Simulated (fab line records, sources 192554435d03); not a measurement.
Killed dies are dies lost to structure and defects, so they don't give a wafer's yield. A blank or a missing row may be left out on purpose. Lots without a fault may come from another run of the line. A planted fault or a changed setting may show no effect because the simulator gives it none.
A struck lot beside a sound one | flow n5_finfet | 16 steps out of a route of 1938
Sound: wafers L324.1, L324.4, L324.5. Struck: wafer L333.6. (L333.1, L333.4 of the same lot were not struck and are left out.) The cause comes at the end.
At each step with rows: each side's tool, then ch and its chambers, then its first start. Under that, the readings that differ: sound wafers | struck wafers | difference of the means | sigmas: that difference in standard deviations of wafers without a fault.
alike: readings whose means differ by less than 2 such deviations, and words and numbers that are the same on both sides. not compared: withheld readings, readings that some wafer has no value for, bounds like >300 that may hide the same value, and numbers for which the record gives no deviation and whose values overlap.
The two part at a step that has a row with sigmas, a row that says differs or no value, or rows on one side only. Numbers that don't overlap but have no deviation are shown without sigmas and don't part them. A reading that every wafer of one side lacks parts them only if that side has two wafers or more.

first, 1 step without rows for these wafers: N5_BEOL_M4_ETCH_41 (etches SiCN in CH3F/O2, target depth 29.9 nm, time 52.5 s).
N5_BEOL_M4_STRIP_97: strips in N2/H2, time 10 s.
  sound on rie_diel-06 ch 0,1,2; struck on rie_diel-04 ch 3
  alike: bias_power_w, drypump_motor_current_A, oes_product_au, rf_vpp_V, showerhead_plenum_p_Torr, throttle_valve_pct
  not compared: rf_hours_counter_h
N5_BEOL_M4_OCD_MEAS_38:
  sound on ocd-01, day 8 08:20; struck on ocd-01, day 11 01:23
  alike: trench_depth_nm
then, 4 steps without rows for these wafers: N5_BEOL_M4_HM_STRIP_39 (strips TiN in peroxide tin strip, target depth 25 nm, time 158 s); N5_BEOL_M4_SRD_40 (time 30 s); N5_BEOL_M4_PRECLEAN_42 (cleans in residue remover, time 60 s); N5_BEOL_M4_SRD_43 (time 30 s).
N5_BEOL_M4_CD_MEAS_35: target cd 18 nm, target cd y 22.4 nm.
  sound on cd_sem-03, day 8 08:29; struck on cd_sem-01, day 11 01:32
  alike: cd_nm
N5_BEOL_M4_DEGAS_44: time 60 s.
  sound on pvd_sputter-02, day 8 08:52; struck on pvd_sputter-02, day 11 01:37
  alike: heater_power_w
then, 1 step without rows for these wafers: N5_BEOL_M4_PRE_CLEAN_45 (time 30 s).
N5_BEOL_M4_ALD_84: deposits TaN, pulse time 2 s, purge time 3 s, co reactant purge time 2 s.
  sound on ald_metal-04 ch 0,1, day 8 09:01; struck on ald_metal-04 ch 2, day 11 01:50
  alike: heater_power_w
N5_BEOL_M4_SURFACE_TREAT_85:
  sound on pvd_sputter-01, day 8 09:19; struck on pvd_sputter-02, day 11 02:10
  not compared: throttle_valve_pct
N5_BEOL_M4_CVD_47: deposits Co from CCTBA/H2, target thk 3 nm, time 223.8 s.
  sound on cvd_co-01 ch 0,1,2, day 8 09:39; struck on cvd_co-02 ch 2, day 11 02:24
  reading          | sound             | struck | difference | sigmas
  run_length_s (s) | 246.8 247.2 245.7 | 132.0  | -114.6     | -99 or more
N5_BEOL_M4_SPUTTER_48: material Cu, target thk 4.5 nm, time 8.29 s.
  sound on pvd_sputter-01, day 8 11:12; struck on pvd_sputter-03, day 11 02:34
  reading                | sound          | struck | difference | sigmas
  throttle_valve_pct (%) | 32.3 30.7 30.8 | 28.7   | -2.6       | -3
  alike: chuck_gas_flow_sccm
N5_BEOL_M4_RC_MEAS_101:
  sound on prober-02 ch 0, day 8 18:53; struck on prober-02 ch 0, day 11 08:21
  reading   | sound          | struck | difference | sigmas
  VT_P (mV) | -246 -244 -243 | -255   | -11        | -3
  alike: DIBL_N, DIBL_P, IOFF_N, IOFF_P, ION_N, ION_P, SS_N, SS_P, VT_N
then, 1 step without rows for these wafers: N5_PASSIVATION_PROBE_49.

WHERE THEY PART
First at N5_BEOL_M4_CVD_47; last, within this record, at N5_BEOL_M4_RC_MEAS_101.

WHY: what the simulator had put in
Process parameter drift: cvd_co-02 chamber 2, from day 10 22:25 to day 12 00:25, at N5_BEOL_M4_CVD_47. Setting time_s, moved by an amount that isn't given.
